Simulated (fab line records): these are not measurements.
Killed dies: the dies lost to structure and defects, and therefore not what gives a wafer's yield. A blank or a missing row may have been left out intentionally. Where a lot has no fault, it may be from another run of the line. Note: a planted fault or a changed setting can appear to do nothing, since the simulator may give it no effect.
Chamber matching | flow n5-finfet | N5_DUMMY_GATE_ETCH_32 on rie-si-03: 4 sister chambers
The step etches SiO2 in CF4, target depth 3.5 nm, time 3.9 s. 16 wafers are shown with their chamber, then 8 later ones without.

## WAFERS PAIRED WITH THEIR CHAMBERS
wafer  | chamber | throttle-valve-pct (%) | oes-product-au (a.u.)
L074.2 | 1       | 22.05                  | 1.001
L074.3 | 3       | 21.54                  | 1.011
L074.4 | 0       | 21.46                  | 0.969
L075.4 | 0       | 21.45                  | 0.968
L075.5 | 2       | 21.71                  | 0.986
L075.6 | 3       | 21.54                  | 1.006
L077.4 | 1       | 22.07                  | 1.006
L077.5 | 0       | 21.47                  | 0.967
L077.6 | 3       | 21.53                  | 1.027
L081.3 | 1       | 22.07                  | 1.006
L081.5 | 1       | 22.06                  | 0.993
L081.6 | 0       | 21.47                  | 0.984
L083.2 | 3       | 21.53                  | 1.014
L083.3 | 2       | 21.72                  | 1.003
L083.6 | 3       | 21.53                  | 1.006
L088.2 | 0       | 21.45                  | 0.984

SIGNATURES (averages over the wafers above)
reading            | chamber 0 | chamber 1 | chamber 2 | chamber 3 | scatter within a chamber
throttle-valve-pct | 21.4600   | 22.0625   | 21.7150   | 21.5340   | 0.00839
oes-product-au     | 0.97440   | 1.00150   | 0.99450   | 1.01280   | 0.00849
Rule: for a wafer and a chamber, the distance is found by dividing, reading by reading, the gap between the wafer's reading and the chamber's mean by the reading's scatter, squaring, summing and taking the root. If the next closest chamber is less than 2 further off than the closest, the wafer can't be placed; otherwise it belongs to the closest. The scatter: take each reading less its chamber's mean, square it, sum over the shown wafers, divide by the number of wafers less the number of chambers, and take the root.

## WAFERS WITH NO CHAMBER GIVEN
wafer  | throttle-valve-pct (%) | oes-product-au (a.u.)
L088.3 | 21.52                  | 1.020
L088.5 | 21.47                  | 0.975
L093.1 | 21.53                  | 0.995
L093.3 | 22.08                  | 0.997
L093.6 | 22.07                  | 0.992
L095.2 | 21.49                  | 0.971
L095.3 | 21.71                  | 0.998
L095.6 | 22.04                  | 1.000

## WHICH CHAMBER EACH WENT THROUGH
wafer  | from the rows above | in truth
L088.3 | 3                   | 3
L088.5 | 0                   | 0
L093.1 | 3                   | 3
L093.3 | 1                   | 1
L093.6 | 1                   | 1
L095.2 | 0                   | 0
L095.3 | 2                   | 2
L095.6 | 1                   | 1
8 of 8 placed correctly. Left unplaced by these rows: 0. Number placed wrongly: 0.
